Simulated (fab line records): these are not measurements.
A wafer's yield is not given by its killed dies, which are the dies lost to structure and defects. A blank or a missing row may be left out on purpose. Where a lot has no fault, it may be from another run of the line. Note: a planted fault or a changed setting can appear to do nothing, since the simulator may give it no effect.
Chamber matching ; flow nand-harc ; NHARC_P_BONDPAD_DEP_00 on pecvd-02 has 3 sister chambers
The step deposits SiCN, target thk 250 nm. 16 wafers are shown with their chamber, then 8 later ones without.

WAFERS, EACH WITH ITS CHAMBER
wafer;chamber;heater-power-w (W);heater-power-outer-w (W)
L075.1;0;508;239
L075.3;2;393;241
L075.4;1;527;272
L076.2;2;376;210
L076.3;0;530;266
L076.6;1;409;206
L079.1;0;494;236
L079.4;2;363;207
L079.6;1;440;220
L080.3;1;544;280
L080.4;2;396;233
L080.5;1;526;280
L088.2;1;460;226
L088.3;0;514;243
L088.5;1;463;239
L093.1;1;489;254

SIGNATURES (averages over the wafers above)
reading;chamber 0;chamber 1;chamber 2;scatter within a chamber
heater-power-w;511.50;482.25;382.00;36.3
heater-power-outer-w;246.00;247.12;222.75;23.5
Rule: for each reading, subtract the chamber's mean from the wafer's reading, divide by that reading's scatter and square the result; add these up over the readings and take the root, which gives the wafer's distance from the chamber. The wafer belongs to the nearest chamber; if the next one is less than 2 further off, it can't be placed. The scatter: the root of (the sum of the squares of (reading less its chamber's mean) over the shown wafers, divided by (wafers less chambers)).

WAFERS MISSING THEIR CHAMBER
wafer;heater-power-w (W);heater-power-outer-w (W)
L093.2;495;244
L093.4;433;246
L095.2;482;236
L095.4;481;240
L095.5;488;255
L097.2;559;281
L097.4;482;248
L097.6;368;195

EACH ONE'S CHAMBER
wafer;from the rows above;in truth
L093.2;can't be placed: 1 or 0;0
L093.4;can't be placed: 1 or 2 or 0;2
L095.2;can't be placed: 1 or 0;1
L095.4;can't be placed: 1 or 0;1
L095.5;can't be placed: 1 or 0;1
L097.2;can't be placed: 0 or 1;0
L097.4;can't be placed: 1 or 0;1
L097.6;2;2
Correct placement for 1 of the 8. These rows do not allow placing 7 (true chamber among the candidates in 7). 0 placed wrongly.
